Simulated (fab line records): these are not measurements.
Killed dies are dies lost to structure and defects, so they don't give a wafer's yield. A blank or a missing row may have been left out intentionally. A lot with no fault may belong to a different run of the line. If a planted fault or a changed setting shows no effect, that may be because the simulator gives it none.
Chamber matching || flow nand harc || NHARC_A_STAIRCASE_ALD_420 on ald hk-02: 4 sister chambers
The step deposits SiO2, target thk 20 nm, pulse time 6 s, ald cycles 200. 14 wafers are shown with their chamber, then 7 later ones without.

WAFERS PAIRED WITH THEIR CHAMBERS
{"wafer": "L333.3", "chamber": 3, "heater power w (W)": 518, "precursor pulse height rel": 0.982}
{"wafer": "L333.5", "chamber": 0, "heater power w (W)": 482, "precursor pulse height rel": 0.985}
{"wafer": "L333.6", "chamber": 1, "heater power w (W)": 486, "precursor pulse height rel": 1.011}
{"wafer": "L334.1", "chamber": 3, "heater power w (W)": 539, "precursor pulse height rel": 0.994}
{"wafer": "L334.2", "chamber": 1, "heater power w (W)": 476, "precursor pulse height rel": 0.983}
{"wafer": "L334.5", "chamber": 1, "heater power w (W)": 479, "precursor pulse height rel": 0.986}
{"wafer": "L336.3", "chamber": 2, "heater power w (W)": 430, "precursor pulse height rel": 0.990}
{"wafer": "L336.5", "chamber": 3, "heater power w (W)": 518, "precursor pulse height rel": 0.969}
{"wafer": "L336.6", "chamber": 2, "heater power w (W)": 427, "precursor pulse height rel": 1.035}
{"wafer": "L346.1", "chamber": 0, "heater power w (W)": 489, "precursor pulse height rel": 1.010}
{"wafer": "L346.2", "chamber": 3, "heater power w (W)": 493, "precursor pulse height rel": 1.009}
{"wafer": "L346.5", "chamber": 0, "heater power w (W)": 494, "precursor pulse height rel": 1.015}
{"wafer": "L350.1", "chamber": 1, "heater power w (W)": 475, "precursor pulse height rel": 0.983}
{"wafer": "L350.2", "chamber": 2, "heater power w (W)": 423, "precursor pulse height rel": 0.992}

SIGNATURES (averages over the wafers above)
{"reading": "heater power w", "chamber 0": 488.33, "chamber 1": 479.00, "chamber 2": 426.67, "chamber 3": 517.00, "scatter within a chamber": 11.1}
{"reading": "precursor pulse height rel", "chamber 0": 1.00333, "chamber 1": 0.99075, "chamber 2": 1.00567, "chamber 3": 0.98850, "scatter within a chamber": 0.018}
Rule: a wafer lies at a distance from a chamber equal to the root of the sum of squares, over the readings, of (its reading less the chamber's mean, divided by the reading's scatter). If the next closest chamber is less than 2 further off than the closest, the wafer can't be placed; otherwise it belongs to the closest. The scatter: the root of (the sum of the squares of (reading less its chamber's mean) over the shown wafers, divided by (wafers less chambers)).

WAFERS MISSING THEIR CHAMBER
{"wafer": "L350.6", "heater power w (W)": 490, "precursor pulse height rel": 0.983}
{"wafer": "L351.2", "heater power w (W)": 486, "precursor pulse height rel": 0.976}
{"wafer": "L351.3", "heater power w (W)": 488, "precursor pulse height rel": 0.987}
{"wafer": "L351.6", "heater power w (W)": 419, "precursor pulse height rel": 1.024}
{"wafer": "L353.1", "heater power w (W)": 429, "precursor pulse height rel": 1.019}
{"wafer": "L353.3", "heater power w (W)": 502, "precursor pulse height rel": 0.998}
{"wafer": "L353.6", "heater power w (W)": 486, "precursor pulse height rel": 0.990}

CHAMBER TAKEN BY EACH
{"wafer": "L350.6", "from the rows above": "can't be placed: 1 or 0 or 3", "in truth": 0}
{"wafer": "L351.2", "from the rows above": "can't be placed: 1 or 0 or 3", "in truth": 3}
{"wafer": "L351.3", "from the rows above": "can't be placed: 1 or 0 or 3", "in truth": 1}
{"wafer": "L351.6", "from the rows above": 2, "in truth": 2}
{"wafer": "L353.1", "from the rows above": 2, "in truth": 2}
{"wafer": "L353.3", "from the rows above": "can't be placed: 0 or 3 or 1", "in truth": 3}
{"wafer": "L353.6", "from the rows above": "can't be placed: 1 or 0", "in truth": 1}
Correctly placed: 2 of 7. These rows do not allow placing 5 (true chamber among the candidates in 5). 0 placed wrongly.
